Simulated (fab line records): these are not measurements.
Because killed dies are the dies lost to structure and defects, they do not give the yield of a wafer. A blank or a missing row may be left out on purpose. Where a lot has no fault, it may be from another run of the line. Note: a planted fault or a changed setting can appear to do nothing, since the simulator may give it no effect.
Split-lot trial ; flow n5 finfet ; 21 wafers read from 7 lots, route of 1938 steps

## SPLIT DETAILS
At N5_BEOL_M7_EXPOSE_08 (exposes mask M7), the setting dose mj was moved away from the recipe's 68.25 on 8 of the 21 wafers read, by -4.1% to +6.9%. This setting was run at the recipe's value on the other wafers.

## FROM THE SPLIT TO THE READING: what the file shows between them, 10 steps
- N5_BEOL_M7_PEB_09: peb time 60 s
- N5_BEOL_M7_DEVELOP_10: develop time 30 s
- N5_BEOL_M7_CD_MEAS_11: target cd 38.5 nm
- N5_BEOL_M7_DESCUM_16: chemistry O2, time 7.9 s
- N5_BEOL_M7_ETCH_61: etches SiARC in CF4, target depth 45.5 nm, time 75.8 s
- N5_BEOL_M7_ETCH_62: etches SOC in N2/H2, target depth 110 nm, overetch 22 nm, time 165 s
- N5_BEOL_M7_STRIP_68: strips in N2/H2
- N5_BEOL_M7_STRIP_67: strips in CF4
- N5_BEOL_M7_HM_OPEN_17: chemistry Cl2/BCl3, target TiN, target depth 20 nm, overetch 6 nm
- N5_BEOL_M7_STRIP_19: strips in O2

## THE READING
cd nm, in nm, at N5_BEOL_M7_CD_MEAS_18 (pitch 80 nm, target cd 40 nm). Typical for fault-free wafers on this fab line: 40.1 nm, with standard deviation 0.43 nm.

wafer;tool, chamber at the split;dose mj as run;against the recipe;cd nm, nm;against lot-mates on the recipe
L076.3;arfi scanner-01, 0;65.97;-3.3%;38.6;-1.2
L076.5;arfi scanner-01, 0;68.25;recipe;39.7;-
L076.6;arfi scanner-01, 0;68.25;recipe;39.9;-
L077.1;arfi scanner-01, 0;68.25;recipe;39.9;-
L077.3;arfi scanner-01, 0;68.25;recipe;39.6;-
L077.4;arfi scanner-01, 0;68.25;recipe;39.6;-
L080.3;arfi scanner-01, 0;72.95;+6.9%;44.0;+4.1
L080.4;arfi scanner-01, 0;68.25;recipe;39.5;-
L080.6;arfi scanner-01, 0;68.25;recipe;40.3;-
L079.2;arfi scanner-01, 0;68.25;recipe;40.6;-
L079.4;arfi scanner-01, 0;68.25;recipe;41.5;-
L079.6;arfi scanner-01, 0;72.82;+6.7%;44.3;+3.2
L083.3;arfi scanner-02, 0;68.25;recipe;39.9;-
L083.4;arfi scanner-02, 0;68.25;recipe;40.2;-
L083.5;arfi scanner-02, 0;68.25;recipe;41.0;-
L092.1;arfi scanner-02, 0;65.46;-4.1%;38.4;-1.9
L092.4;arfi scanner-02, 0;65.46;-4.1%;38.4;-1.9
L092.5;arfi scanner-02, 0;68.25;recipe;40.3;-
L097.4;arfi scanner-03, 0;72.56;+6.3%;43.5;no lot-mate on the recipe
L097.5;arfi scanner-03, 0;72.56;+6.3%;43.6;no lot-mate on the recipe
L097.6;arfi scanner-03, 0;72.56;+6.3%;43.0;no lot-mate on the recipe

THE FIT
A straight line over all 21 wafers: cd nm changes by +0.518 nm for each +1% of dose mj; r = +0.96; the points scatter about the line by 0.52 nm.
The same after taking each lot's own level away (the mean of its wafers on the recipe; 18 wafers): +0.507 nm for each +1%; r = +0.97; scatter 0.36 nm.
Per that fit: largest dose mj move, reading shift of 3.5 nm.
Across the lots, their own levels run from 39.70 to 41.05 nm, a range of 3.1 times the standard deviation given above.
Hence the lot-to-lot level has little effect on the slope; both slopes agree.
Check: for one of the wafers moved furthest among these (+6.9%), held out of the fit, the line's prediction against its lot-mates is +3.22 nm. Against them it came out at +4.1 nm.

## OTHER SPLITS APPLIED TO THESE WAFERS
These wafers also went through other splits before the reading. Each is held against what the fit with the lots' levels taken away leaves over:
other split on the same wafers;wafers away from the commonest value;r with cd nm (lot level and that fit taken away)
N5_BEOL_M5_COAT_05 spin rpm;4;-0.18
N5_BEOL_M5_DESCUM_16 time s;8;-0.07
N5_BEOL_M6_PECVD_70 time s;6;+0.04
N5_BEOL_M6_HM_DEP_02 target thk a;8;-0.09
N5_BEOL_M7_PECVD_70 temp c;10;+0.09

## THE WHOLE CHAIN: every reading that the file lists as answering this split, in the file's order
step;what it does;reading;change (the file's fit);r (the file's)
N5_BEOL_M7_CD_MEAS_11;target cd 38.5 nm;cd nm;+0.495 nm for each +1% of the setting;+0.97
N5_BEOL_M7_ETCH_61;etches SiARC in CF4, target depth 45.5 nm, time 75.8 s;BEOL_M7.cd offset nm (the simulator's own value, which no gauge read);+0.485 nm for each +1% of the setting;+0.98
N5_BEOL_M7_HM_OPEN_17;chemistry Cl2/BCl3, target TiN, target depth 20 nm, overetch 6 nm;BEOL_M7.cd offset nm (the simulator's own value, which no gauge read);+0.487 nm for each +1% of the setting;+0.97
N5_BEOL_M7_CD_MEAS_18;pitch 80 nm, target cd 40 nm;cd nm;+0.516 nm for each +1% of the setting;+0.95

## FILE'S OWN FIT
cd nm changes by +0.516 nm for each +1% of dose mj, r = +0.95.
